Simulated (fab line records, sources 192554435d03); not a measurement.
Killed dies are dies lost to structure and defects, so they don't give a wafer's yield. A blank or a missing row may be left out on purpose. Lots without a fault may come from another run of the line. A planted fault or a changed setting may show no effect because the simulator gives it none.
fab line records | flow n5_finfet | part 2 of 2: steps 5 to 6 of 6
record lots=22 wafers=66 last_day=19
route steps=1938 shown BEOL_M5@1175 BEOL_M6@1214 BEOL_M7@1279
lots that met no fault: from a run of the same line without faults
start_h: hours from the record's first day to the start of the lot's first wafer shown | wait_h: hours since the lot's step before | " the same as in the row above | L1.1+2: a row that stands for several wafers | - no value, or no start given | * or withheld: withheld | < > ~ a bound
route shown NAME@n: a module of which the file shows steps, and the number in the route of the first | usual: mean/standard deviation of fault-free wafers | same: alike in all rows | chamber/n: place in a boat | sites: the reading at each site | _std_site: their standard deviation | _edge_site: outer sites' mean less inner sites' | radius_mm: how far each site lies from the wafer's centre | mask NAME#n: copy n | behind: the tool/chamber that last shaped the wafer | hold: why the lot was held/for how many hours/how that ended | device: the transistor (n, p or np) that didn't switch | end of line: the same wafers' tests at the end of the route | a step without rows: its recipe alone | killed: dies lost to structure and defects at the first sort, not the wafer's yield | map: a wafer's dies, x killed, . not, _ none there
set.NAME: the setting as run; set.NAME@STEP: as run at that earlier step | model.NAME: the simulator's own value behind a step, which no gauge read
steps of the route over a sample of lots; a table a step, a row a wafer
services: from which hour (start_h, from the record's first day; less than 0 if before it) a tool's chamber was out of use, for how many hours, and why
## steps
# step N5_BEOL_M7_DESCUM_16
# recipe chemistry=O2 time_s=7.9 source_power_w=50 bias_power_w=20 pressure_mtorr=20 rf_frequency_hz=2.712e+07 temp_c=40 resist=CAR-ArF o2_flow_sccm=225
# usual drypump_motor_current_A=5.5/0.38 oes_product_au=0.80/0.1 rf_vpp_V=243.0/1.6 showerhead_plenum_p_Torr=2.09/0.082 throttle_valve_pct=20.46/0.26
# columns lot.wafer tool chamber start_h wait_h drypump_motor_current_A oes_product_au rf_hours_counter_h rf_vpp_V showerhead_plenum_p_Torr throttle_valve_pct
L074.1 rie_diel-02 0 214.82 0.1 5.4 0.97 12 244.2 2.13 20.22
L074.4 " 2 " " 5.5 0.70 244 242.4 2.05 20.34
L074.6 " 1 " " 6.1 0.72 - 241.8 1.98 20.09
L075.1 rie_diel-06 1 217.44 0.2 5.6 0.73 208 240.5 1.99 20.32
L075.2 " 3 " " 5.4 0.74 180 242.0 2.02 20.97
L075.6 " 3 " " 5.4 0.74 - 242.5 2.02 20.95
L078.2 rie_diel-04 2 266.04 0.0 5.3 0.71 184 245.8 2.18 20.57
L078.3 " 3 " " 5.7 0.66 250 243.6 2.05 20.62
L078.6 " 3 " " 5.6 0.66 - 242.9 2.05 20.64
L077.4 rie_diel-06 2 269.31 0.3 5.2 0.71 230 243.7 2.16 20.53
L077.5 " 3 " " 5.4 0.72 - 240.1 2.01 20.96
L077.6 " 0 " " 4.9 0.84 - 241.5 2.06 20.30
L079.1 rie_diel-04 3 285.00 0.2 5.6 0.66 258 243.1 2.05 20.65
L079.4 " 2 " " 5.2 0.70 - 245.4 2.18 20.60
L079.6 " 0 " " 5.8 0.89 - 242.3 2.06 20.31
L080.2 rie_diel-04 3 288.62 0.0 5.6 0.65 259 242.3 2.05 20.65
L080.4 " 0 " " 5.8 0.88 46 242.8 2.06 20.33
L080.5 " 1 " " 6.3 0.98 - 246.0 2.24 20.21
L081.1 rie_diel-04 0 291.98 0.0 5.8 0.88 47 242.6 2.06 20.34
L081.2 " 1 " " 6.3 0.97 2 244.2 2.23 20.22
L081.6 " 2 " " 5.2 0.71 - 244.3 2.18 20.60
L082.1 rie_diel-06 3 299.91 0.0 5.4 0.72 202 242.8 2.01 20.98
L082.3 " 1 " " 5.7 0.71 230 240.9 1.98 20.37
L082.4 " 2 " " 5.2 0.68 240 245.9 2.16 20.53
L083.2 rie_diel-06 2 310.56 0.0 5.2 0.69 244 242.9 2.16 20.55
L083.3 " 1 " " 5.7 0.71 234 243.0 1.98 20.38
L083.6 " 2 " " 5.2 0.69 - 244.5 2.16 20.54
L084.1 rie_diel-06 2 320.63 0.3 5.2 0.67 248 243.8 2.16 20.55
L084.3 " 0 " " 4.9 0.82 64 242.5 2.05 20.34
L084.4 " 3 " " 5.3 0.71 210 239.5 2.01 21.00
L085.1 rie_diel-04 0 323.00 0.0 5.7 0.85 60 241.6 2.06 20.35
L085.4 " 0 " " 5.7 0.85 - 243.0 2.06 20.34
L085.6 " 2 " " 5.2 0.69 - 244.2 2.17 20.61
L087.1 rie_diel-04 0 323.76 0.2 5.8 0.85 60 242.1 2.06 20.33
L087.2 " 1 " " 6.3 0.93 15 246.0 2.23 20.21
L087.5 " 2 " " 5.2 0.70 - 243.7 2.17 20.63
L086.2 rie_diel-06 1 326.55 0.1 5.7 0.70 239 242.0 1.98 20.40
L086.4 " 0 " " 4.9 0.81 - 241.0 2.05 20.34
L086.5 " 3 " " 5.3 0.71 - 242.6 2.01 20.99
L076.3 rie_diel-04 3 334.17 0.5 5.6 0.97 2 243.7 2.05 20.23
L076.4 " 1 " " 6.3 0.91 19 245.1 2.23 20.24
L076.6 " 2 " " 5.3 0.69 - 245.6 2.17 20.63
L089.2 rie_diel-06 1 334.27 0.6 5.6 0.70 243 242.1 1.97 20.41
L089.3 " 0 " " 4.9 0.82 - 242.0 2.05 20.34
L089.5 " 0 " " 4.9 0.80 - 241.7 2.05 20.34
L090.2 rie_diel-06 3 340.57 1.5 5.3 0.70 220 241.7 2.00 21.01
L090.4 " 1 " " 5.7 0.70 - 241.6 1.97 20.40
L090.6 " 0 " " 4.9 0.80 - 242.3 2.05 20.33
L091.2 rie_diel-04 3 357.88 0.0 5.7 0.94 10 242.8 2.05 20.23
L091.5 " 3 " " 5.7 0.94 - 240.2 2.05 20.21
L091.6 " 0 " " 5.8 0.85 - 241.1 2.05 20.36
L088.2 rie_diel-04 3 361.66 0.0 5.6 0.93 11 241.9 2.05 20.21
L088.3 " 0 " " 5.8 0.84 73 242.1 2.05 20.36
L088.6 " 2 " " 5.2 0.68 - 244.7 2.17 20.63
L092.1 rie_diel-04 3 365.38 0.3 5.7 0.93 12 242.5 2.05 20.24
L092.2 " 2 " " 5.2 0.69 221 243.3 2.17 20.66
L092.4 " 0 " " 5.8 0.83 74 242.7 2.05 20.37
L094.1 rie_diel-04 2 365.64 0.4 5.3 0.68 221 245.9 2.17 20.64
L094.3 " 0 " " 5.8 0.84 74 241.6 2.05 20.37
L094.4 " 1 " " 6.3 0.88 29 244.9 2.23 20.27
L093.2 rie_diel-06 1 366.58 0.0 5.6 0.99 2 245.6 2.24 19.98
L093.4 " 0 " " 4.9 0.80 82 242.2 2.04 20.35
L093.6 " 2 " " 5.2 0.98 - 243.4 2.15 20.19
L097.1 rie_diel-04 2 375.23 0.1 5.3 0.69 225 245.1 2.17 20.66
L097.5 " 3 " " 5.7 0.92 - 244.0 2.04 20.22
L097.6 " 0 " " 5.8 0.84 - 241.4 2.05 20.36
# step N5_BEOL_M7_ETCH_61
# recipe chemistry=CF4 target=SiARC target_depth_a=455 mask_material=CAR-ArF time_s=75.8 ion_energy_ev=80 pressure_mtorr=40 source_w=545 bias_w=36 Ar_flow_sccm=100 cf4_flow_sccm=100 ends=cleared
# usual drypump_motor_current_A=5.5/0.38 etch_rf_on_time_s=75.5/2.5 oes_product_au=0.68/0.092 rf_vpp_V=184.0/1.2 showerhead_plenum_p_Torr=2.13/0.083 throttle_valve_pct=15.56/0.25
# columns lot.wafer tool chamber start_h wait_h drypump_motor_current_A etch_rf_on_time_s oes_product_au rf_hours_counter_h rf_vpp_V showerhead_plenum_p_Torr throttle_valve_pct
L074.1 rie_diel-02 0 214.85 0.0 5.4 75.3 0.80 12 185.1 2.18 15.40
L074.4 " 2 " " 5.5 77.9 0.60 244 184.3 2.10 15.61
L074.6 " 1 " " 6.1 79.0 0.60 - 181.3 2.04 15.38
L075.1 rie_diel-06 1 217.48 0.0 5.7 72.8 0.64 208 182.4 2.05 15.61
L075.2 " 3 " " 5.4 75.4 0.62 180 184.3 2.05 15.94
L075.6 " 3 " " 5.4 75.7 0.62 - 183.2 2.05 15.93
L078.2 rie_diel-04 2 266.07 0.0 5.2 78.9 0.61 184 184.7 2.22 15.72
L078.3 " 3 " " 5.6 73.2 0.59 250 183.0 2.09 15.81
L078.6 " 3 " " 5.7 73.6 0.58 - 181.8 2.09 15.81
L077.4 rie_diel-06 2 269.35 0.0 5.2 75.6 0.59 230 183.9 2.20 15.72
L077.5 " 3 " " 5.3 75.9 0.61 - 182.7 2.04 15.96
L077.6 " 0 " " 4.9 78.9 0.71 - 183.4 2.08 15.30
L079.1 rie_diel-04 3 285.04 0.0 5.6 73.5 0.58 258 184.3 2.09 15.83
L079.4 " 2 " " 5.3 78.7 0.60 - 185.2 2.21 15.73
L079.6 " 0 " " 5.7 74.3 0.76 - 183.1 2.10 15.32
L080.2 rie_diel-04 3 288.66 0.0 5.7 72.7 0.58 259 182.5 2.09 15.84
L080.4 " 0 " " 5.8 73.7 0.76 47 184.1 2.10 15.34
L080.5 " 1 " " 6.3 71.8 0.85 - 185.6 2.28 15.34
L081.1 rie_diel-04 0 292.02 0.0 5.8 74.1 0.76 47 184.0 2.10 15.33
L081.2 " 1 " " 6.2 72.1 0.84 2 184.0 2.28 15.34
L081.6 " 2 " " 5.2 78.5 0.60 - 184.7 2.21 15.76
L082.1 rie_diel-06 3 299.95 0.0 5.4 76.2 0.61 202 183.0 2.04 15.98
L082.3 " 1 " " 5.7 72.6 0.62 230 183.0 2.04 15.65
L082.4 " 2 " " 5.2 75.3 0.59 240 185.4 2.20 15.76
L083.2 rie_diel-06 2 310.60 0.0 5.2 75.1 0.60 244 186.3 2.20 15.76
L083.3 " 1 " " 5.6 72.9 0.62 234 182.8 2.04 15.67
L083.6 " 2 " " 5.2 75.5 0.59 - 185.2 2.19 15.75
L084.1 rie_diel-06 2 320.67 0.0 5.2 75.0 0.59 248 185.1 2.19 15.78
L084.3 " 0 " " 4.9 78.2 0.69 64 182.6 2.08 15.35
L084.4 " 3 " " 5.4 76.1 0.61 210 184.0 2.04 16.01
L085.1 rie_diel-04 0 323.04 0.0 5.8 76.1 0.73 60 182.9 2.09 15.35
L085.4 " 0 " " 5.8 75.4 0.73 - 183.2 2.09 15.34
L085.6 " 2 " " 5.2 79.2 0.59 - 185.5 2.21 15.77
L087.1 rie_diel-04 0 323.80 0.0 5.8 74.7 0.74 60 185.4 2.09 15.35
L087.2 " 1 " " 6.3 73.1 0.80 15 187.5 2.28 15.39
L087.5 " 2 " " 5.3 78.7 0.59 - 183.1 2.21 15.76
L086.2 rie_diel-06 1 326.59 0.0 5.6 72.8 0.62 239 182.1 2.04 15.70
L086.4 " 0 " " 4.9 79.4 0.69 - 183.4 2.08 15.34
L086.5 " 3 " " 5.4 75.7 0.60 - 182.3 2.04 16.00
L076.3 rie_diel-04 3 334.20 0.0 5.6 72.7 0.86 2 184.1 2.09 15.31
L076.4 " 1 " " 6.3 73.8 0.78 19 185.2 2.28 15.36
L076.6 " 2 " " 5.3 78.9 0.59 - 185.1 2.21 15.78
L089.2 rie_diel-06 1 334.32 0.0 5.7 73.4 0.61 243 182.8 2.04 15.68
L089.3 " 0 " " 4.9 79.3 0.68 - 184.2 2.07 15.35
L089.5 " 0 " " 4.9 79.2 0.69 - 185.2 2.07 15.34
L090.2 rie_diel-06 3 340.61 0.0 5.3 77.5 0.60 220 182.7 2.03 16.01
L090.4 " 1 " " 5.7 74.9 0.61 - 182.8 2.04 15.69
L090.6 " 0 " " 4.9 79.6 0.67 - 183.2 2.07 15.35
L091.2 rie_diel-04 3 357.91 0.0 5.6 73.9 0.81 10 183.5 2.09 15.33
L091.5 " 3 " " 5.6 74.3 0.82 - 182.2 2.09 15.30
L091.6 " 0 " " 5.8 75.3 0.72 - 183.1 2.09 15.38
L088.2 rie_diel-04 3 361.69 0.0 5.7 73.3 0.81 11 183.2 2.09 15.32
L088.3 " 0 " " 5.8 74.5 0.73 73 182.9 2.09 15.38
L088.6 " 2 " " 5.2 78.4 0.58 - 183.7 2.20 15.78
L092.1 rie_diel-04 3 365.42 0.0 5.6 74.2 0.81 12 183.5 2.08 15.32
L092.2 " 2 " " 5.2 78.7 0.59 221 184.5 2.20 15.80
L092.4 " 0 " " 5.8 75.4 0.73 74 182.6 2.09 15.38
L094.1 rie_diel-04 2 365.67 0.0 5.3 77.9 0.59 221 185.1 2.20 15.79
L094.3 " 0 " " 5.8 75.0 0.71 74 183.3 2.09 15.40
L094.4 " 1 " " 6.3 72.0 0.77 29 184.1 2.27 15.42
L093.2 rie_diel-06 1 366.61 0.0 5.7 70.4 0.85 2 186.3 2.29 15.18
L093.4 " 0 " " 5.0 80.1 0.66 82 184.3 2.07 15.35
L093.6 " 2 " " 5.2 73.2 0.83 - 183.9 2.19 15.28
L097.1 rie_diel-04 2 375.27 0.0 5.2 79.3 0.58 225 186.0 2.20 15.79
L097.5 " 3 " " 5.6 72.5 0.81 - 184.3 2.08 15.32
L097.6 " 0 " " 5.8 75.5 0.72 - 183.3 2.09 15.39
## services
# columns tool chamber start_h hours kind
rie_diel-02 - 179.40 1.0 repair
rie_diel-06 2 189.08 10.0 repair
pvd_sputter-03 - 205.12 1.6 repair
rie_diel-06 2 226.76 7.4 repair
rie_diel-05 2 229.83 7.1 repair
rie_diel-04 3 236.60 5.9 repair
pvd_sputter-01 - 237.91 1.1 repair
rie_diel-02 - 257.06 72.1 repair
rie_diel-04 1 265.95 - clean
rie_diel-04 1 265.95 - consumable_replace:focus_ring
rie_diel-04 1 265.95 - consumable_replace:showerhead
rie_diel-04 1 265.95 20.5 scheduled_down
rie_diel-04 1 265.95 20.5 vent_cycle
rie_diel-04 3 294.15 6.5 repair
rie_diel-04 3 300.66 - clean
rie_diel-03 - 322.81 14.6 pm
rie_diel-02 - 329.20 14.6 pm
rie_diel-06 3 331.95 2.6 repair
rie_diel-04 - 336.59 4.8 repair
rie_diel-06 - 338.02 0.6 repair
rie_diel-01 1 341.15 22.0 repair
rie_diel-06 0 347.58 3.7 repair
rie_diel-05 2 349.12 1.4 repair
rie_diel-06 - 354.64 4.3 pm
